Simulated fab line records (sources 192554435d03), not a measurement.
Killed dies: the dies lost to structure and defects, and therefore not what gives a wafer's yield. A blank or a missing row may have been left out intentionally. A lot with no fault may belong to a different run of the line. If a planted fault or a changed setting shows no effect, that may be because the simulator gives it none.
Which tool did it? + flow n5Finfet + 23 lots, 69 wafers sampled, at 6 steps of a route of 1938

WHAT THE GAUGES SHOWED, per wafer
N5_DUMMY_GATE_CD_MEAS_24: target cd 15 nm. Usual: 15.1 nm for cdNm, sd 0.55.
| lot  | measured    | on       | cdNm (nm)      | flag |
|------|-------------|----------|----------------|------|
| L074 | day 3 03:41 | cdSem-02 | 15.4 15.4 15.6 |      |
| L075 | day 3 09:47 | cdSem-02 | 15.2 14.4 15.1 |      |
| L076 | day 3 19:20 | cdSem-02 | 15.4 15.3 14.8 |      |
| L077 | day 3 23:25 | cdSem-02 | 14.8 14.7 14.7 |      |
| L078 | day 4 03:07 | cdSem-02 | 15.7 15.2 15.9 |      |
| L079 | day 4 06:06 | cdSem-02 | 15.4 16.2 14.5 |      |
| L080 | day 4 11:08 | cdSem-02 | 14.1 14.6 14.6 |      |
| L081 | day 4 16:35 | cdSem-01 | 14.5 15.8 15.0 |      |
| L082 | day 4 21:50 | cdSem-02 | 14.5 14.9 15.5 |      |
| L083 | day 5 07:00 | cdSem-01 | 14.2 14.3 14.5 |      |
| L084 | day 5 13:28 | cdSem-02 | 15.8 14.8 15.4 |      |
| L085 | day 5 22:07 | cdSem-02 | 15.5 14.2 15.3 |      |
| L086 | day 6 03:32 | cdSem-02 | 15.7 14.5 15.1 |      |
| L087 | day 6 07:21 | cdSem-02 | 15.9 14.3 15.1 |      |
| L088 | day 6 13:19 | cdSem-01 | 14.8 15.6 14.8 |      |
| L090 | day 6 21:56 | cdSem-01 | 15.1 14.6 15.7 |      |
| L091 | day 7 04:16 | cdSem-01 | 14.5 15.2 14.9 |      |
| L092 | day 7 10:50 | cdSem-02 | 16.6 13.6 15.8 |      |
| L093 | day 7 17:23 | cdSem-01 | 14.1 15.2 15.1 |      |
| L094 | day 8 00:26 | cdSem-01 | 15.9 14.7 14.8 |      |
| L095 | day 8 07:10 | cdSem-01 | 15.2 15.5 15.2 |      |
| L096 | day 8 10:47 | cdSem-02 | 15.5 14.6 15.3 |      |
| L097 | day 8 17:19 | cdSem-02 | 14.1 13.9 13.6 |      |

TOOL THAT RAN EACH LOT (tool first, then ch and the chambers of the sampled wafers, then the start)
| lot  | N5_PMOS_HMC_CHANNEL_EPI_DESCUM_14 | N5_FIN_SAQP_ETCH_65            | N5_FIN_CUT_ETCH_30               | N5_FIN_CUT_CUT_ETCH_28         | N5_DUMMY_GATE_ETCH_44          |
|------|-----------------------------------|--------------------------------|----------------------------------|--------------------------------|--------------------------------|
| L074 | rieDiel-01 ch 1,2, day 1 17:11    | rieSi-03 ch 2,3, day 2 01:00   | rieDiel-04 ch 1,2, day 2 03:50   | rieSi-05 ch 0,2,3, day 2 04:32 | rieSi-06 ch 0,3, day 3 03:34   |
| L075 | rieDiel-03 ch 0,2,3, day 1 23:20  | rieSi-02 ch 0,1,2, day 2 05:49 | rieDiel-01 ch 0,2,3, day 2 08:31 | rieSi-04 ch 0,3, day 2 09:13   | rieSi-04 ch 0,1,2, day 3 09:40 |
| L076 | rieDiel-01 ch 0,1, day 2 05:38    | rieSi-03 ch 1,2, day 2 12:21   | rieDiel-04 ch 1,2,3, day 2 14:59 | rieSi-04 ch 0,2,3, day 2 15:42 | rieSi-06 ch 0,1, day 3 19:13   |
| L077 | rieDiel-01 ch 0,3, day 2 11:17    | rieSi-01 ch 1,2,3, day 2 18:43 | rieDiel-04 ch 0,2, day 2 21:31   | rieSi-04 ch 0,3, day 2 22:13   | rieSi-04 ch 0,1, day 3 23:18   |
| L078 | rieDiel-04 ch 0,1, day 2 17:08    | rieSi-01 ch 0,1,3, day 3 00:26 | rieDiel-04 ch 0,1,2, day 3 03:14 | rieSi-04 ch 0,3, day 3 03:53   | rieSi-06 ch 0,3, day 4 03:00   |
| L079 | rieDiel-04 ch 0,1,3, day 2 23:19  | rieSi-02 ch 0,2,3, day 3 05:38 | rieDiel-04 ch 1,2,3, day 3 09:08 | rieSi-05 ch 1,2,3, day 3 09:47 | rieSi-06 ch 0,1,3, day 4 05:59 |
| L080 | rieDiel-01 ch 0,2, day 3 05:34    | rieSi-01 ch 0,2,3, day 3 12:43 | rieDiel-04 ch 2,3, day 3 15:31   | rieSi-05 ch 1,2,3, day 3 16:10 | rieSi-05 ch 0,1,2, day 4 11:01 |
| L081 | rieDiel-01 ch 0,2,3, day 3 11:17  | rieSi-03 ch 1,2,3, day 3 18:08 | rieDiel-03 ch 0,3, day 3 20:42   | rieSi-04 ch 1,2,3, day 3 21:21 | rieSi-05 ch 1,2, day 4 16:29   |
| L082 | rieDiel-03 ch 0,3, day 3 17:25    | rieSi-02 ch 1,2,3, day 3 23:58 | rieDiel-03 ch 0,1, day 4 02:35   | rieSi-05 ch 1,2, day 4 03:14   | rieSi-05 ch 0,2,3, day 4 21:43 |
| L083 | rieDiel-03 ch 0,2, day 3 23:47    | rieSi-01 ch 0,1,3, day 4 06:18 | rieDiel-03 ch 0,1,2, day 4 09:19 | rieSi-04 ch 0,2, day 4 09:58   | rieSi-06 ch 0,2,3, day 5 06:53 |
| L084 | rieDiel-03 ch 0,3, day 4 06:01    | rieSi-03 ch 0,1,2, day 4 12:31 | rieDiel-04 ch 1,2,3, day 4 15:05 | rieSi-04 ch 2,3, day 4 15:44   | rieSi-05 ch 1,3, day 5 13:22   |
| L085 | rieDiel-03 ch 1,2, day 4 11:44    | rieSi-03 ch 0,2, day 4 21:59   | rieDiel-03 ch 1,2, day 5 02:07   | rieSi-05 ch 1,3, day 5 02:46   | rieSi-04 ch 0,2,3, day 5 22:00 |
| L086 | rieDiel-04 ch 0,1,3, day 4 17:35  | rieSi-03 ch 0,1,2, day 5 01:54 | rieDiel-04 ch 1,3, day 5 05:12   | rieSi-05 ch 0,1,3, day 5 06:05 | rieSi-06 ch 0,2,3, day 6 03:26 |
| L087 | rieDiel-03 ch 1,2,3, day 4 23:22  | rieSi-01 ch 1,2,3, day 5 05:50 | rieDiel-01 ch 0,3, day 5 08:39   | rieSi-05 ch 0,1,3, day 5 09:18 | rieSi-04 ch 0,1,3, day 6 07:14 |
| L088 | rieDiel-01 ch 0,1, day 5 05:00    | rieSi-02 ch 0,1, day 5 11:38   | rieDiel-01 ch 0,1,3, day 5 14:22 | rieSi-04 ch 1,2,3, day 5 15:01 | rieSi-05 ch 0,1,3, day 6 13:12 |
| L090 | rieDiel-01 ch 1,3, day 5 17:35    | rieSi-03 ch 0,1, day 5 23:59   | rieDiel-03 ch 0,1,2, day 6 02:36 | rieSi-05 ch 0,2,3, day 6 03:15 | rieSi-04 ch 0,3, day 6 21:49   |
| L091 | rieDiel-01 ch 0,1, day 5 23:05    | rieSi-01 ch 1,2,3, day 6 06:10 | rieDiel-04 ch 0,1,3, day 6 08:58 | rieSi-05 ch 0,1,2, day 6 09:37 | rieSi-06 ch 1,2,3, day 7 04:10 |
| L092 | rieDiel-01 ch 1,2,3, day 6 06:11  | rieSi-01 ch 1,2, day 6 12:44   | rieDiel-04 ch 1,2,3, day 6 15:24 | rieSi-06 ch 1,3, day 6 16:03   | rieSi-05 ch 0,2, day 7 10:44   |
| L093 | rieDiel-04 ch 2,3, day 6 12:15    | rieSi-01 ch 0,3, day 6 19:10   | rieDiel-04 ch 1,2, day 6 21:44   | rieSi-06 ch 1,2, day 6 22:23   | rieSi-06 ch 0,2,3, day 7 17:16 |
| L094 | rieDiel-04 ch 1,2, day 6 17:28    | rieSi-03 ch 0,1,3, day 7 01:48 | rieDiel-01 ch 0,1,2, day 7 04:14 | rieSi-04 ch 1,3, day 7 04:53   | rieSi-05 ch 2,3, day 8 00:19   |
| L095 | rieDiel-01 ch 0,1,2, day 6 23:35  | rieSi-01 ch 0,1,3, day 7 06:18 | rieDiel-04 ch 2,3, day 7 08:49   | rieSi-05 ch 0,1,2, day 7 09:28 | rieSi-05 ch 0,2,3, day 8 07:04 |
| L096 | rieDiel-03 ch 0,2,3, day 7 05:34  | rieSi-03 ch 1,2,3, day 7 11:58 | rieDiel-04 ch 2,3, day 7 14:36   | rieSi-05 ch 1,2, day 7 15:15   | rieSi-06 ch 0,2,3, day 8 10:40 |
| L097 | rieDiel-04 ch 2,3, day 7 11:26    | rieSi-03 ch 0,1,2, day 7 19:38 | rieDiel-04 ch 2,3, day 7 22:14   | rieSi-05 ch 0,1,3, day 7 22:53 | rieSi-05 ch 1,2, day 8 17:13   |
- N5_PMOS_HMC_CHANNEL_EPI_DESCUM_14: chemistry O2, time 7.9 s.
- N5_FIN_SAQP_ETCH_65: etches SiO2 in CF4, target depth 4 nm, time 4.4 s.
- N5_FIN_CUT_ETCH_30: etches underlayer in N2/H2, target depth 13 nm, time 10.4 s.
- N5_FIN_CUT_CUT_ETCH_28: etches Si in HBr/Cl2/O2, target depth 6 nm, time 2.4 s.
- N5_DUMMY_GATE_ETCH_44: etches poly-Si in HBr/O2, stops on SiO2, target depth 127.5 nm.

WHAT THE TOOLS THEMSELVES READ (means of the sampled wafers that have a number; where no wafer has one, the mark that the record gives instead)
N5_PMOS_HMC_CHANNEL_EPI_DESCUM_14. Usual: biasPowerW 20.00 W, standard deviation 0.06; drypumpMotorCurrentA 5.5 A, standard deviation 0.46; oesProductAu 0.77 a.u., standard deviation 0.075; rfVppV 242.6 V, standard deviation 1.4; showerheadPlenumPTorr 2.06 Torr, standard deviation 0.064; throttleValvePct 20.52 %, standard deviation 0.18.
| lot  | tool       | biasPowerW (W) | drypumpMotorCurrentA (A) | oesProductAu (a.u.) | rfVppV (V) | showerheadPlenumPTorr (Torr) | throttleValvePct (%) | flag |
|------|------------|----------------|--------------------------|---------------------|------------|------------------------------|----------------------|------|
| L074 | rieDiel-01 | 20.04          | 5.2                      | 0.76                | 242.3      | 2.03                         | 20.61                |      |
| L075 | rieDiel-03 | 20.00          | 5.4                      | 0.84                | 243.2      | 2.04                         | 20.34                |      |
| L076 | rieDiel-01 | 20.01          | 5.3                      | 0.74                | 241.6      | 2.00                         | 20.76                |      |
| L077 | rieDiel-01 | 20.08          | 5.5                      | 0.70                | 242.9      | 2.12                         | 20.54                |      |
| L078 | rieDiel-04 | 19.99          | 5.6                      | 0.80                | 243.2      | 2.12                         | 20.46                |      |
| L079 | rieDiel-04 | 19.98          | 5.8                      | 0.78                | 243.8      | 2.10                         | 20.46                |      |
| L080 | rieDiel-01 | 19.99          | 5.4                      | 0.70                | 241.9      | 2.03                         | 20.62                |      |
| L081 | rieDiel-01 | 20.01          | 5.4                      | 0.70                | 243.4      | 2.07                         | 20.59                |      |
| L082 | rieDiel-03 | 20.00          | 5.4                      | 0.77                | 242.6      | 1.99                         | 20.41                |      |
| L083 | rieDiel-03 | 19.98          | 5.0                      | 0.75                | 242.6      | 2.01                         | 20.37                |      |
| L084 | rieDiel-03 | 19.99          | 5.4                      | 0.76                | 241.6      | 1.99                         | 20.42                |      |
| L085 | rieDiel-03 | 20.00          | 5.4                      | 0.78                | 243.7      | 2.10                         | 20.56                |      |
| L086 | rieDiel-04 | 19.96          | 5.8                      | 0.77                | 243.5      | 2.10                         | 20.47                |      |
| L087 | rieDiel-03 | 20.02          | 5.6                      | 0.83                | 243.8      | 2.09                         | 20.46                |      |
| L088 | rieDiel-01 | 20.02          | 5.2                      | 0.71                | 241.6      | 1.99                         | 20.79                |      |
| L090 | rieDiel-01 | 19.93          | 5.4                      | 0.70                | 243.5      | 2.11                         | 20.53                |      |
| L091 | rieDiel-01 | 19.97          | 5.3                      | 0.71                | 240.7      | 1.99                         | 20.81                |      |
| L092 | rieDiel-01 | 20.03          | 5.4                      | 0.81                | 243.2      | 2.08                         | 20.47                |      |
| L093 | rieDiel-04 | 20.05          | 5.8                      | 0.75                | 241.7      | 2.05                         | 20.45                |      |
| L094 | rieDiel-04 | 19.96          | 5.3                      | 0.78                | 242.6      | 2.07                         | 20.46                |      |
| L095 | rieDiel-01 | 19.97          | 5.3                      | 0.79                | 241.1      | 2.01                         | 20.61                |      |
| L096 | rieDiel-03 | 19.95          | 5.4                      | 0.87                | 243.6      | 2.12                         | 20.30                |      |
| L097 | rieDiel-04 | 20.11          | 5.3                      | 0.74                | 242.7      | 2.02                         | 20.43                |      |

N5_FIN_SAQP_ETCH_65. Usual: drypumpMotorCurrentA 5.5 A, standard deviation 0.49; oesProductAu 0.990 a.u., standard deviation 0.024; throttleValvePct 21.95 %, standard deviation 0.24.
| lot  | tool     | drypumpMotorCurrentA (A) | oesProductAu (a.u.) | throttleValvePct (%) | flag |
|------|----------|--------------------------|---------------------|----------------------|------|
| L074 | rieSi-03 | 5.2                      | 0.973               | 22.08                |      |
| L075 | rieSi-02 | 5.2                      | 0.994               | 21.99                |      |
| L076 | rieSi-03 | 5.0                      | 0.958               | 22.02                |      |
| L077 | rieSi-01 | 5.3                      | 0.990               | 21.92                |      |
| L078 | rieSi-01 | 5.9                      | 0.995               | 21.88                |      |
| L079 | rieSi-02 | 5.4                      | 0.970               | 21.89                |      |
| L080 | rieSi-01 | 5.6                      | 0.995               | 22.02                |      |
| L081 | rieSi-03 | 5.2                      | 0.977               | 22.08                |      |
| L082 | rieSi-02 | 5.4                      | 0.984               | 21.79                |      |
| L083 | rieSi-01 | 5.9                      | 0.995               | 21.87                |      |
| L084 | rieSi-03 | 5.2                      | 0.979               | 21.91                |      |
| L085 | rieSi-03 | 5.1                      | 0.989               | 21.92                |      |
| L086 | rieSi-03 | 5.2                      | 0.978               | 21.90                |      |
| L087 | rieSi-01 | 5.4                      | 0.993               | 21.93                |      |
| L088 | rieSi-02 | 5.3                      | 0.983               | 21.94                |      |
| L090 | rieSi-03 | 5.4                      | 1.002               | 21.79                |      |
| L091 | rieSi-01 | 5.3                      | 0.992               | 21.93                |      |
| L092 | rieSi-01 | 5.2                      | 0.999               | 22.17                |      |
| L093 | rieSi-01 | 5.7                      | 0.980               | 21.79                |      |
| L094 | rieSi-03 | 5.4                      | 1.004               | 21.98                |      |
| L095 | rieSi-01 | 5.9                      | 0.996               | 21.87                |      |
| L096 | rieSi-03 | 5.2                      | 0.982               | 21.94                |      |
| L097 | rieSi-03 | 5.2                      | 0.974               | 21.76                |      |

N5_FIN_CUT_ETCH_30. Usual: drypumpMotorCurrentA 5.5 A, standard deviation 0.57; etchRfOnTimeS 10.4 s, standard deviation 0.32; oesProductAu 0.66 a.u., standard deviation 0.064; rfVppV 523.1 V, standard deviation 2.2; showerheadPlenumPTorr 2.52 Torr, standard deviation 0.07; throttleValvePct 17.95 %, standard deviation 0.2.
| lot  | tool       | drypumpMotorCurrentA (A) | etchRfOnTimeS (s) | oesProductAu (a.u.) | rfVppV (V) | showerheadPlenumPTorr (Torr) | throttleValvePct (%) | flag |
|------|------------|--------------------------|-------------------|---------------------|------------|------------------------------|----------------------|------|
| L074 | rieDiel-04 | 5.3                      | 10.4              | 0.68                | 523.4      | 2.52                         | 17.78                |      |
| L075 | rieDiel-01 | 5.5                      | 10.5              | 0.59                | 523.2      | 2.49                         | 17.87                |      |
| L076 | rieDiel-04 | 5.6                      | 10.4              | 0.67                | 523.5      | 2.53                         | 17.94                |      |
| L077 | rieDiel-04 | 5.1                      | 10.3              | 0.61                | 522.8      | 2.56                         | 18.09                |      |
| L078 | rieDiel-04 | 5.2                      | 10.4              | 0.65                | 524.4      | 2.54                         | 17.95                |      |
| L079 | rieDiel-04 | 5.6                      | 10.4              | 0.66                | 522.7      | 2.53                         | 17.95                |      |
| L080 | rieDiel-04 | 5.3                      | 10.6              | 0.63                | 522.1      | 2.49                         | 18.05                |      |
| L081 | rieDiel-03 | 5.8                      | 10.3              | 0.72                | 521.6      | 2.45                         | 17.74                |      |
| L082 | rieDiel-03 | 5.2                      | 10.4              | 0.61                | 521.5      | 2.43                         | 17.80                |      |
| L083 | rieDiel-03 | 5.2                      | 10.2              | 0.66                | 522.5      | 2.49                         | 17.86                |      |
| L084 | rieDiel-04 | 5.6                      | 10.5              | 0.66                | 522.9      | 2.52                         | 17.97                |      |
| L085 | rieDiel-03 | 5.3                      | 10.4              | 0.69                | 524.7      | 2.56                         | 17.91                |      |
| L086 | rieDiel-04 | 5.9                      | 10.2              | 0.69                | 523.9      | 2.55                         | 17.88                |      |
| L087 | rieDiel-01 | 5.5                      | 10.4              | 0.59                | 524.4      | 2.52                         | 17.83                |      |
| L088 | rieDiel-01 | 5.3                      | 10.7              | 0.61                | 521.9      | 2.47                         | 17.98                |      |
| L090 | rieDiel-03 | 5.2                      | 10.3              | 0.73                | 525.5      | 2.60                         | 17.74                |      |
| L091 | rieDiel-04 | 5.8                      | 10.2              | 0.73                | 524.9      | 2.57                         | 17.92                |      |
| L092 | rieDiel-04 | 5.6                      | 10.5              | 0.65                | 522.8      | 2.52                         | 18.00                |      |
| L093 | rieDiel-04 | 5.3                      | 10.5              | 0.66                | 523.0      | 2.51                         | 17.83                |      |
| L094 | rieDiel-01 | 5.3                      | 10.6              | 0.68                | 521.3      | 2.43                         | 17.95                |      |
| L095 | rieDiel-04 | 5.3                      | 10.7              | 0.62                | 521.2      | 2.48                         | 18.08                |      |
| L096 | rieDiel-04 | 5.3                      | 10.7              | 0.62                | 521.4      | 2.48                         | 18.08                |      |
| L097 | rieDiel-04 | 5.9                      | 10.4              | 0.63                | 522.3      | 2.52                         | 18.16                |      |

N5_FIN_CUT_CUT_ETCH_28. Usual: drypumpMotorCurrentA 5.6 A, standard deviation 0.47; oesProductAu 1.004 a.u., standard deviation 0.013; throttleValvePct 36.9 %, standard deviation 0.32.
| lot  | tool     | drypumpMotorCurrentA (A) | oesProductAu (a.u.) | throttleValvePct (%) | flag |
|------|----------|--------------------------|---------------------|----------------------|------|
| L074 | rieSi-05 | 5.6                      | 0.999               | 36.9                 |      |
| L075 | rieSi-04 | 5.7                      | 1.019               | 36.9                 |      |
| L076 | rieSi-04 | 5.5                      | 1.018               | 36.8                 |      |
| L077 | rieSi-04 | 5.7                      | 1.020               | 36.9                 |      |
| L078 | rieSi-04 | 5.7                      | 1.017               | 36.8                 |      |
| L079 | rieSi-05 | 5.5                      | 1.002               | 36.7                 |      |
| L080 | rieSi-05 | 5.5                      | 1.000               | 36.7                 |      |
| L081 | rieSi-04 | 5.3                      | 1.007               | 36.9                 |      |
| L082 | rieSi-05 | 5.1                      | 1.007               | 36.5                 |      |
| L083 | rieSi-04 | 5.2                      | 1.021               | 36.9                 |      |
| L084 | rieSi-04 | 5.5                      | 1.020               | 36.7                 |      |
| L085 | rieSi-05 | 5.6                      | 1.004               | 36.9                 |      |
| L086 | rieSi-05 | 5.7                      | 0.999               | 37.1                 |      |
| L087 | rieSi-05 | 5.6                      | 1.002               | 37.1                 |      |
| L088 | rieSi-04 | 5.3                      | 1.006               | 36.9                 |      |
| L090 | rieSi-05 | 5.6                      | 0.996               | 36.9                 |      |
| L091 | rieSi-05 | 5.3                      | 1.004               | 36.9                 |      |
| L092 | rieSi-06 | 5.8                      | 1.002               | 37.1                 |      |
| L093 | rieSi-06 | 6.6                      | 0.993               | 37.1                 |      |
| L094 | rieSi-04 | 5.4                      | 0.998               | 37.1                 |      |
| L095 | rieSi-05 | 5.2                      | 1.004               | 36.9                 |      |
| L096 | rieSi-05 | 5.2                      | 1.009               | 36.7                 |      |
| L097 | rieSi-05 | 5.7                      | 0.994               | 37.1                 |      |

N5_DUMMY_GATE_ETCH_44. Usual: drypumpMotorCurrentA 5.7 A, standard deviation 0.54; oesProductAu 0.728 a.u., standard deviation 0.012; throttleValvePct 18.38 %, standard deviation 0.2.
| lot  | tool     | drypumpMotorCurrentA (A) | oesProductAu (a.u.) | throttleValvePct (%) | flag |
|------|----------|--------------------------|---------------------|----------------------|------|
| L074 | rieSi-06 | 5.5                      | 0.725               | 18.52                |      |
| L075 | rieSi-04 | 5.3                      | 0.733               | 18.42                |      |
| L076 | rieSi-06 | 6.0                      | 0.724               | 18.60                |      |
| L077 | rieSi-04 | 5.5                      | 0.730               | 18.36                |      |
| L078 | rieSi-06 | 5.5                      | 0.727               | 18.51                |      |
| L079 | rieSi-06 | 5.9                      | 0.729               | 18.55                |      |
| L080 | rieSi-05 | 5.3                      | 0.721               | 18.27                |      |
| L081 | rieSi-05 | 5.2                      | 0.736               | 18.12                |      |
| L082 | rieSi-05 | 5.6                      | 0.719               | 18.40                |      |
| L083 | rieSi-06 | 5.9                      | 0.724               | 18.45                |      |
| L084 | rieSi-05 | 5.6                      | 0.725               | 18.27                |      |
| L085 | rieSi-04 | 5.5                      | 0.740               | 18.36                |      |
| L086 | rieSi-06 | 5.9                      | 0.728               | 18.44                |      |
| L087 | rieSi-04 | 5.5                      | 0.735               | 18.29                |      |
| L088 | rieSi-05 | 5.7                      | 0.722               | 18.43                |      |
| L090 | rieSi-04 | 5.7                      | 0.735               | 18.30                |      |
| L091 | rieSi-06 | 6.2                      | 0.726               | 18.42                |      |
| L092 | rieSi-05 | 5.4                      | 0.728               | 18.45                |      |
| L093 | rieSi-06 | 5.9                      | 0.734               | 18.44                |      |
| L094 | rieSi-05 | 5.5                      | 0.712               | 18.19                |      |
| L095 | rieSi-05 | 5.6                      | 0.725               | 18.39                |      |
| L096 | rieSi-06 | 5.9                      | 0.727               | 18.44                |      |
| L097 | rieSi-05 | 5.1                      | 0.737               | 18.07                |      |

THE ANSWER, worked out from the rows above alone
Rule: a lot counts as off when the mean over its wafers that have a number is more than 3 standard deviations away from the usual mean. A lot without any number at a reading at which 4 lots or more have one is off too. Any other lot the step has rows for is counted as sound. The gauges are gone through in route order, then the tools' own readings, and for those a lot's mean is taken as printed above. At the first step where some lot is off, the reading lying furthest off is the one used; lots without a number count as furthest.
No lot is off at any reading shown: from this, nothing can be told.

WHAT THE SIMULATOR PUT IN
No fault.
